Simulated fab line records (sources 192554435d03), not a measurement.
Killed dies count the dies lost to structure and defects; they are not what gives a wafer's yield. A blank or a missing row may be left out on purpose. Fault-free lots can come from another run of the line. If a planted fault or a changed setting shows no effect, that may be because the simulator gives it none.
Struck lot and sound lot, side by side -- flow n5-finfet -- 16 out of 1938 route steps
Sound: wafers L890.3, L890.4, L890.5. The struck wafers were L894.5, L894.6. The cause is given at the end.
Order at every step that has rows: each side's tool, ch and its chambers, its first start. Under that, the readings that differ: sound wafers -- struck wafers -- difference of the means -- sigmas: that difference in standard deviations of wafers without a fault.
alike: readings whose means differ by less than 2 such deviations, and words and numbers that are the same on both sides. not compared: withheld readings, readings that some wafer has no value for, bounds like >300 that may hide the same value, and numbers for which the record gives no deviation and whose values overlap.
The two part at a step that has a row with sigmas, a row that says differs or no value, or rows on one side only. When numbers do not overlap yet have no deviation, they are printed without sigmas and do not part them. A reading missing from all wafers of one side parts the sides only when that side holds two or more wafers.

first, 7 steps without rows for these wafers: N5_BEOL_M3_COAT_73 (time 60 s, resist thk 5 nm); N5_BEOL_M3_COAT_05 (resist thk 30 nm); N5_BEOL_M3_EBR_07; N5_BEOL_M3_SOFTBAKE_06 (time 60 s); N5_BEOL_M3_EXPOSE_08 (exposes mask M3); N5_BEOL_M3_PEB_09 (peb time 60 s); N5_BEOL_M3_DEVELOP_10 (develop time 30 s).
N5_BEOL_M3_CD_MEAS_11 targets a cd of 17.05 nm.
  sound on cd-sem-02 ch 0, day 8 05:23; struck on cd-sem-03 ch 0, day 9 00:01
  alike: cd-nm
N5_BEOL_M3_OVL_MEAS_12:
  sound on overlay-01 ch 0, day 8 05:25; struck on overlay-01 ch 0, day 9 00:04
  alike: M3_OVL
N5_BEOL_M3_INSPECT_13: inspects for defects (brightfield).
  sound on defect-inspect-01, day 8 05:28; struck on defect-inspect-02, day 9 00:06
  alike: raw-defect-count
N5_BEOL_M3_DESCUM_16: chemistry O2, time 7 s.
  sound on rie-diel-05 ch 0,1,3, day 8 05:38; struck on rie-diel-01 ch 2,3, day 9 01:02
  alike: drypump-motor-current-A, oes-product-au, rf-vpp-V, showerhead-plenum-p-Torr, throttle-valve-pct
  not compared: rf-hours-counter-h
N5_BEOL_M3_ETCH_74: etches underlayer in N2/H2, target depth 6.5 nm, time 5.2 s.
  sound on rie-diel-05 ch 0,1,3, day 8 05:40; struck on rie-diel-01 ch 2,3, day 9 01:03
  alike: drypump-motor-current-A, etch-rf-on-time-s, oes-product-au, rf-vpp-V, showerhead-plenum-p-Torr, throttle-valve-pct
  not compared: rf-hours-counter-h
N5_BEOL_M3_ETCH_63: etches SiARC in CF4, target depth 15.6 nm, time 26 s.
  sound on rie-diel-05 ch 0,1,3, day 8 05:41; struck on rie-diel-01 ch 2,3, day 9 01:05
reading,sound,struck,difference,sigmas
etch-rf-on-time-s (s),26.3 25.7 25.8,18.9 19.2,-6.9,-13
  alike: drypump-motor-current-A, oes-product-au, rf-vpp-V, showerhead-plenum-p-Torr, throttle-valve-pct
  not compared: rf-hours-counter-h
N5_BEOL_M3_ETCH_64: etches SOC in N2/H2, target depth 75 nm, overetch 15 nm, time 112.5 s.
  sound on rie-diel-05 ch 0,1,3, day 8 05:43; struck on rie-diel-01 ch 2,3, day 9 01:08
  alike: drypump-motor-current-A, oes-product-au, rf-vpp-V, showerhead-plenum-p-Torr, throttle-valve-pct
  not compared: rf-hours-counter-h
N5_BEOL_M4_RC_MEAS_101:
  sound on prober-01 ch 0, day 9 00:59; struck on prober-01 ch 0, day 9 17:32
reading,sound,struck,difference,sigmas
ION_P (uA/um),471 468 469,447 451,-20,-2
  alike: DIBL_N, DIBL_P, IOFF_N, IOFF_P, ION_N, SS_N, SS_P, VT_N, VT_P
following that, these wafers have no rows for 1 step: N5_PASSIVATION_PROBE_49.

## WHERE THEY PART
First at N5_BEOL_M3_ETCH_63; last, within this record, at N5_BEOL_M4_RC_MEAS_101.

WHY: what had been put in by the simulator
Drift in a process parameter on rie-diel-01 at N5_BEOL_M3_ETCH_63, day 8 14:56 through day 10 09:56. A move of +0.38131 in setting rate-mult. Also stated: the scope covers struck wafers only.
